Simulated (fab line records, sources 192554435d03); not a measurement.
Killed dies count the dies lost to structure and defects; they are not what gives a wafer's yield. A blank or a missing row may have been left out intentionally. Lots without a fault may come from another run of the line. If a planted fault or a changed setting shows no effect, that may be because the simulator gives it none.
What tool caused it? || flow n5_finfet || Sampling: 12 lots, 29 wafers, 5 of 1938 route steps

== WHAT THE GAUGES READ, wafer by wafer ==
N5_MIM_TOP_LITHO_CD_MEAS_08 targets a cd of 2000 nm. Usual: cd_nm reads 1999.4 nm (standard deviation 2.4).
{"lot": "L673", "measured": "day 11 03:40", "on": "cd_sem-03", "cd_nm (nm)": "2001.7 2001.1", "flag": ""}
{"lot": "L672", "measured": "day 11 11:41", "on": "cd_sem-03", "cd_nm (nm)": "1998.4 2000.0", "flag": ""}
{"lot": "L675", "measured": "day 12 03:34", "on": "cd_sem-01", "cd_nm (nm)": "1998.1 1999.1 2000.1", "flag": ""}
{"lot": "L674", "measured": "day 12 05:36", "on": "cd_sem-01", "cd_nm (nm)": "2002.4 1995.5", "flag": ""}
{"lot": "L677", "measured": "day 12 09:40", "on": "cd_sem-01", "cd_nm (nm)": "1997.7 2001.1 1997.8", "flag": ""}
{"lot": "L676", "measured": "day 12 16:38", "on": "cd_sem-01", "cd_nm (nm)": "2001.4 1998.2 1999.4", "flag": ""}
{"lot": "L679", "measured": "day 13 03:08", "on": "cd_sem-03", "cd_nm (nm)": "1998.8 2002.6 1998.5", "flag": ""}
{"lot": "L683", "measured": "day 15 01:02", "on": "cd_sem-03", "cd_nm (nm)": "1999.6 2001.3", "flag": ""}
{"lot": "L686", "measured": "day 15 16:54", "on": "cd_sem-01", "cd_nm (nm)": "2000.3 2001.9", "flag": ""}
{"lot": "L691", "measured": "day 16 07:52", "on": "cd_sem-01", "cd_nm (nm)": "1997.4 1995.2", "flag": ""}
{"lot": "L690", "measured": "day 16 13:37", "on": "cd_sem-02", "cd_nm (nm)": "1998.5 2003.0 1997.0", "flag": ""}
{"lot": "L695", "measured": "day 17 21:50", "on": "cd_sem-03", "cd_nm (nm)": "1996.6 1996.7", "flag": ""}

N5_MIM_TOP_LITHO_INSPECT_12: inspects for defects (macro). Usual: raw_defect_count reads 2.3 (standard deviation 1.6).
{"lot": "L673", "measured": "day 11 03:43", "on": "defect_inspect-02", "raw_defect_count": "2 3", "flag": ""}
{"lot": "L672", "measured": "day 11 11:44", "on": "defect_inspect-02", "raw_defect_count": "1 2", "flag": ""}
{"lot": "L675", "measured": "day 12 03:37", "on": "defect_inspect-01", "raw_defect_count": "4 3 3", "flag": ""}
{"lot": "L674", "measured": "day 12 05:39", "on": "defect_inspect-01", "raw_defect_count": "4 2", "flag": ""}
{"lot": "L677", "measured": "day 12 09:44", "on": "defect_inspect-02", "raw_defect_count": "4 0 2", "flag": ""}
{"lot": "L676", "measured": "day 12 16:41", "on": "defect_inspect-02", "raw_defect_count": "4 5 2", "flag": ""}
{"lot": "L679", "measured": "day 13 03:11", "on": "defect_inspect-01", "raw_defect_count": "2 3 1", "flag": ""}
{"lot": "L683", "measured": "day 15 01:05", "on": "defect_inspect-02", "raw_defect_count": "1 3", "flag": ""}
{"lot": "L686", "measured": "day 15 16:57", "on": "defect_inspect-02", "raw_defect_count": ">300 >300", "flag": "OFF"}
{"lot": "L691", "measured": "day 16 07:55", "on": "defect_inspect-02", "raw_defect_count": "0 0", "flag": ""}
{"lot": "L690", "measured": "day 16 13:40", "on": "defect_inspect-02", "raw_defect_count": ">300 >300 >300", "flag": "OFF"}
{"lot": "L695", "measured": "day 17 21:53", "on": "defect_inspect-02", "raw_defect_count": "4 1", "flag": ""}

== WHICH TOOL RAN EACH LOT (tool, then ch and the chambers of the sampled wafers, then the start) ==
{"lot": "L673", "N5_BEOL_M15_STRIP_36": "rie_diel-01 ch 0,2, day 10 22:55", "N5_PASSIVATION_PECVD_00": "pecvd-03 ch 1,2, day 11 02:05", "N5_MIM_TOP_ALD_00": "ald_hk-01 ch 0,1, day 11 02:38"}
{"lot": "L672", "N5_BEOL_M15_STRIP_36": "rie_diel-01 ch 0,2, day 11 05:24", "N5_PASSIVATION_PECVD_00": "pecvd-01 ch 0,2, day 11 08:22", "N5_MIM_TOP_ALD_00": "ald_hk-02 ch 2,3, day 11 08:36"}
{"lot": "L675", "N5_BEOL_M15_STRIP_36": "rie_diel-06 ch 0,2,3, day 11 20:59", "N5_PASSIVATION_PECVD_00": "pecvd-04 ch 1,2, day 12 00:34", "N5_MIM_TOP_ALD_00": "ald_hk-03 ch 0,1,3, day 12 00:46"}
{"lot": "L674", "N5_BEOL_M15_STRIP_36": "rie_diel-01 ch 1, day 11 23:43", "N5_PASSIVATION_PECVD_00": "pecvd-01 ch 0,2, day 12 03:00", "N5_MIM_TOP_ALD_00": "ald_hk-01 ch 2,3, day 12 04:13"}
{"lot": "L677", "N5_BEOL_M15_STRIP_36": "rie_diel-01 ch 1,2,3, day 12 02:46", "N5_PASSIVATION_PECVD_00": "pecvd-03 ch 0,2, day 12 06:32", "N5_MIM_TOP_ALD_00": "ald_hk-03 ch 2,3, day 12 08:28"}
{"lot": "L676", "N5_BEOL_M15_STRIP_36": "rie_diel-02 ch 0,1,2, day 12 09:29", "N5_PASSIVATION_PECVD_00": "pecvd-03 ch 1,2, day 12 12:56", "N5_MIM_TOP_ALD_00": "ald_hk-02 ch 1,2,3, day 12 14:25"}
{"lot": "L679", "N5_BEOL_M15_STRIP_36": "rie_diel-01 ch 1,2, day 12 21:40", "N5_PASSIVATION_PECVD_00": "pecvd-03 ch 0,2, day 13 00:35", "N5_MIM_TOP_ALD_00": "ald_hk-01 ch 0,3, day 13 01:21"}
{"lot": "L683", "N5_BEOL_M15_STRIP_36": "rie_diel-01 ch 1,2, day 14 19:15", "N5_PASSIVATION_PECVD_00": "pecvd-03 ch 1,2, day 14 22:45", "N5_MIM_TOP_ALD_00": "ald_hk-01 ch 1,3, day 14 23:42"}
{"lot": "L686", "N5_BEOL_M15_STRIP_36": "rie_diel-01 ch 0,3, day 15 11:40", "N5_PASSIVATION_PECVD_00": "pecvd-04 ch 1,2, day 15 14:29", "N5_MIM_TOP_ALD_00": "ald_hk-03 ch 0,1, day 15 15:25"}
{"lot": "L691", "N5_BEOL_M15_STRIP_36": "rie_diel-02 ch 0,2, day 16 00:41", "N5_PASSIVATION_PECVD_00": "pecvd-01 ch 1,2, day 16 03:57", "N5_MIM_TOP_ALD_00": "ald_hk-01 ch 0,1, day 16 04:59"}
{"lot": "L690", "N5_BEOL_M15_STRIP_36": "rie_diel-02 ch 0,1,2, day 16 06:52", "N5_PASSIVATION_PECVD_00": "pecvd-01 ch 0,1,2, day 16 10:14", "N5_MIM_TOP_ALD_00": "ald_hk-03 ch 1,2,3, day 16 12:07"}
{"lot": "L695", "N5_BEOL_M15_STRIP_36": "rie_diel-01 ch 0,2, day 17 15:45", "N5_PASSIVATION_PECVD_00": "pecvd-04 ch 1,2, day 17 19:00", "N5_MIM_TOP_ALD_00": "ald_hk-02 ch 0,1, day 17 20:49"}
- N5_BEOL_M15_STRIP_36: strips in O2.
- N5_PASSIVATION_PECVD_00: deposits SiO2 from SiH4/N2O, target thk 200 nm, time 11.2 s.
- N5_MIM_TOP_ALD_00: deposits Al2O3, purge time 3 s, co reactant pulse time 3 s.

== WHAT THE TOOLS THEMSELVES READ (means of the sampled wafers that have a number; where no wafer has one, the mark that the record gives instead) ==
N5_BEOL_M15_STRIP_36. Usual: drypump_motor_current_A 5.54 A, standard deviation 0.3; oes_product_au 0.81 a.u., standard deviation 0.1; rf_vpp_V 3.7 V, standard deviation 1; showerhead_plenum_p_Torr 2.11 Torr, standard deviation 0.048; throttle_valve_pct 16.73 %, standard deviation 0.24.
{"lot": "L673", "tool": "rie_diel-01", "drypump_motor_current_A (A)": 5.56, "oes_product_au (a.u.)": 0.78, "rf_vpp_V (V)": 4.2, "showerhead_plenum_p_Torr (Torr)": 2.09, "throttle_valve_pct (%)": 16.94, "flag": ""}
{"lot": "L672", "tool": "rie_diel-01", "drypump_motor_current_A (A)": 5.55, "oes_product_au (a.u.)": 0.78, "rf_vpp_V (V)": 5.3, "showerhead_plenum_p_Torr (Torr)": 2.09, "throttle_valve_pct (%)": 16.96, "flag": ""}
{"lot": "L675", "tool": "rie_diel-06", "drypump_motor_current_A (A)": 5.10, "oes_product_au (a.u.)": 0.75, "rf_vpp_V (V)": 3.4, "showerhead_plenum_p_Torr (Torr)": 2.11, "throttle_valve_pct (%)": 16.93, "flag": ""}
{"lot": "L674", "tool": "rie_diel-01", "drypump_motor_current_A (A)": 5.53, "oes_product_au (a.u.)": 0.71, "rf_vpp_V (V)": 4.1, "showerhead_plenum_p_Torr (Torr)": 2.15, "throttle_valve_pct (%)": 16.76, "flag": ""}
{"lot": "L677", "tool": "rie_diel-01", "drypump_motor_current_A (A)": 5.53, "oes_product_au (a.u.)": 0.70, "rf_vpp_V (V)": 3.6, "showerhead_plenum_p_Torr (Torr)": 2.09, "throttle_valve_pct (%)": 16.93, "flag": ""}
{"lot": "L676", "tool": "rie_diel-02", "drypump_motor_current_A (A)": 5.79, "oes_product_au (a.u.)": 0.82, "rf_vpp_V (V)": 3.3, "showerhead_plenum_p_Torr (Torr)": 2.12, "throttle_valve_pct (%)": 16.55, "flag": ""}
{"lot": "L679", "tool": "rie_diel-01", "drypump_motor_current_A (A)": 5.74, "oes_product_au (a.u.)": 0.70, "rf_vpp_V (V)": 3.8, "showerhead_plenum_p_Torr (Torr)": 2.08, "throttle_valve_pct (%)": 16.92, "flag": ""}
{"lot": "L683", "tool": "rie_diel-01", "drypump_motor_current_A (A)": 5.69, "oes_product_au (a.u.)": 0.85, "rf_vpp_V (V)": 4.9, "showerhead_plenum_p_Torr (Torr)": 2.09, "throttle_valve_pct (%)": 16.67, "flag": ""}
{"lot": "L686", "tool": "rie_diel-01", "drypump_motor_current_A (A)": 5.22, "oes_product_au (a.u.)": 0.86, "rf_vpp_V (V)": 3.9, "showerhead_plenum_p_Torr (Torr)": 2.09, "throttle_valve_pct (%)": 16.83, "flag": ""}
{"lot": "L691", "tool": "rie_diel-02", "drypump_motor_current_A (A)": 5.75, "oes_product_au (a.u.)": 0.84, "rf_vpp_V (V)": 3.7, "showerhead_plenum_p_Torr (Torr)": 2.12, "throttle_valve_pct (%)": 16.48, "flag": ""}
{"lot": "L690", "tool": "rie_diel-02", "drypump_motor_current_A (A)": 5.78, "oes_product_au (a.u.)": 0.86, "rf_vpp_V (V)": 3.8, "showerhead_plenum_p_Torr (Torr)": 2.11, "throttle_valve_pct (%)": 16.42, "flag": ""}
{"lot": "L695", "tool": "rie_diel-01", "drypump_motor_current_A (A)": 5.57, "oes_product_au (a.u.)": 0.88, "rf_vpp_V (V)": 3.8, "showerhead_plenum_p_Torr (Torr)": 2.08, "throttle_valve_pct (%)": 16.79, "flag": ""}

N5_PASSIVATION_PECVD_00. Usual: chamber_pressure_Torr 2.699 Torr, standard deviation 0.0055; heater_power_w 617 W, standard deviation 77; showerhead_plenum_p_Torr 8.19 Torr, standard deviation 0.076; susceptor_temp_C 400.01 C, standard deviation 0.2; throttle_valve_pct 51.4 %, standard deviation 2.7.
{"lot": "L673", "tool": "pecvd-03", "chamber_pressure_Torr (Torr)": 2.690, "heater_power_w (W)": 580, "showerhead_plenum_p_Torr (Torr)": 8.11, "susceptor_temp_C (C)": 400.28, "throttle_valve_pct (%)": 50.0, "flag": ""}
{"lot": "L672", "tool": "pecvd-01", "chamber_pressure_Torr (Torr)": 2.698, "heater_power_w (W)": 644, "showerhead_plenum_p_Torr (Torr)": 8.21, "susceptor_temp_C (C)": 400.01, "throttle_valve_pct (%)": 51.5, "flag": ""}
{"lot": "L675", "tool": "pecvd-04", "chamber_pressure_Torr (Torr)": 2.702, "heater_power_w (W)": 682, "showerhead_plenum_p_Torr (Torr)": 8.25, "susceptor_temp_C (C)": 399.94, "throttle_valve_pct (%)": 51.4, "flag": ""}
{"lot": "L674", "tool": "pecvd-01", "chamber_pressure_Torr (Torr)": 2.701, "heater_power_w (W)": 721, "showerhead_plenum_p_Torr (Torr)": 8.21, "susceptor_temp_C (C)": 399.85, "throttle_valve_pct (%)": 51.5, "flag": ""}
{"lot": "L677", "tool": "pecvd-03", "chamber_pressure_Torr (Torr)": 2.697, "heater_power_w (W)": 581, "showerhead_plenum_p_Torr (Torr)": 8.13, "susceptor_temp_C (C)": 400.04, "throttle_valve_pct (%)": 49.2, "flag": ""}
{"lot": "L676", "tool": "pecvd-03", "chamber_pressure_Torr (Torr)": 2.697, "heater_power_w (W)": 584, "showerhead_plenum_p_Torr (Torr)": 8.11, "susceptor_temp_C (C)": 399.76, "throttle_valve_pct (%)": 49.2, "flag": ""}
{"lot": "L679", "tool": "pecvd-03", "chamber_pressure_Torr (Torr)": 2.700, "heater_power_w (W)": 549, "showerhead_plenum_p_Torr (Torr)": 8.14, "susceptor_temp_C (C)": 400.05, "throttle_valve_pct (%)": 49.2, "flag": ""}
{"lot": "L683", "tool": "pecvd-03", "chamber_pressure_Torr (Torr)": 2.700, "heater_power_w (W)": 496, "showerhead_plenum_p_Torr (Torr)": 8.13, "susceptor_temp_C (C)": 399.80, "throttle_valve_pct (%)": 50.2, "flag": ""}
{"lot": "L686", "tool": "pecvd-04", "chamber_pressure_Torr (Torr)": 2.693, "heater_power_w (W)": 694, "showerhead_plenum_p_Torr (Torr)": 8.30, "susceptor_temp_C (C)": 399.95, "throttle_valve_pct (%)": 50.9, "flag": ""}
{"lot": "L691", "tool": "pecvd-01", "chamber_pressure_Torr (Torr)": 2.696, "heater_power_w (W)": 614, "showerhead_plenum_p_Torr (Torr)": 8.25, "susceptor_temp_C (C)": 399.86, "throttle_valve_pct (%)": 52.8, "flag": ""}
{"lot": "L690", "tool": "pecvd-01", "chamber_pressure_Torr (Torr)": 2.700, "heater_power_w (W)": 602, "showerhead_plenum_p_Torr (Torr)": 8.23, "susceptor_temp_C (C)": 399.98, "throttle_valve_pct (%)": 53.3, "flag": ""}
{"lot": "L695", "tool": "pecvd-04", "chamber_pressure_Torr (Torr)": 2.696, "heater_power_w (W)": 702, "showerhead_plenum_p_Torr (Torr)": 8.29, "susceptor_temp_C (C)": 399.99, "throttle_valve_pct (%)": 51.1, "flag": ""}

N5_MIM_TOP_ALD_00. Usual: precursor_pulse_height_rel reads 0.998 (standard deviation 0.02).
{"lot": "L673", "tool": "ald_hk-01", "precursor_pulse_height_rel": 1.010, "flag": ""}
{"lot": "L672", "tool": "ald_hk-02", "precursor_pulse_height_rel": 0.982, "flag": ""}
{"lot": "L675", "tool": "ald_hk-03", "precursor_pulse_height_rel": 1.004, "flag": ""}
{"lot": "L674", "tool": "ald_hk-01", "precursor_pulse_height_rel": 0.998, "flag": ""}
{"lot": "L677", "tool": "ald_hk-03", "precursor_pulse_height_rel": 0.989, "flag": ""}
{"lot": "L676", "tool": "ald_hk-02", "precursor_pulse_height_rel": 0.998, "flag": ""}
{"lot": "L679", "tool": "ald_hk-01", "precursor_pulse_height_rel": 1.010, "flag": ""}
{"lot": "L683", "tool": "ald_hk-01", "precursor_pulse_height_rel": 1.014, "flag": ""}
{"lot": "L686", "tool": "ald_hk-03", "precursor_pulse_height_rel": 1.002, "flag": ""}
{"lot": "L691", "tool": "ald_hk-01", "precursor_pulse_height_rel": 1.006, "flag": ""}
{"lot": "L690", "tool": "ald_hk-03", "precursor_pulse_height_rel": 0.998, "flag": ""}
{"lot": "L695", "tool": "ald_hk-02", "precursor_pulse_height_rel": 0.986, "flag": ""}

== THE ANSWER, worked out from the rows above alone ==
Rule: lot off if the mean of its wafers having a number is beyond 3 standard deviations from the usual mean. Also off: a lot with no number at a reading for which 4 or more lots have one. Any other lot the step has rows for is counted as sound. Order of review: gauges by route order, followed by the tools' own readings, for which a lot's mean as printed above is used. The first step at which some lot is off is used, and at that step the reading that is off furthest; a lot without a number counts as furthest.
Off: L686, L690, at N5_MIM_TOP_LITHO_INSPECT_12 (raw_defect_count). Without a number there: L686, L690.
A tool fits if, at a process step before that reading, it ran every lot that is off, and no sound lot after the first of them. Gauges at N5_MIM_TOP_LITHO_INSPECT_12: tried the same way as those tools. One fits: ald_hk-03 at N5_MIM_TOP_ALD_00. A fault onset in the window from L677 (day 12 08:28, its last sound lot) to L686 (day 15 15:25, its first lot off) fits.

== WHAT HAD BEEN PUT IN BY THE SIMULATOR ==
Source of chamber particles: ald_hk-03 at N5_MIM_TOP_ALD_00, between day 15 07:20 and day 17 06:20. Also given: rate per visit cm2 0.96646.
Lots struck among those shown: L686, L690. The same result came from the rule above.
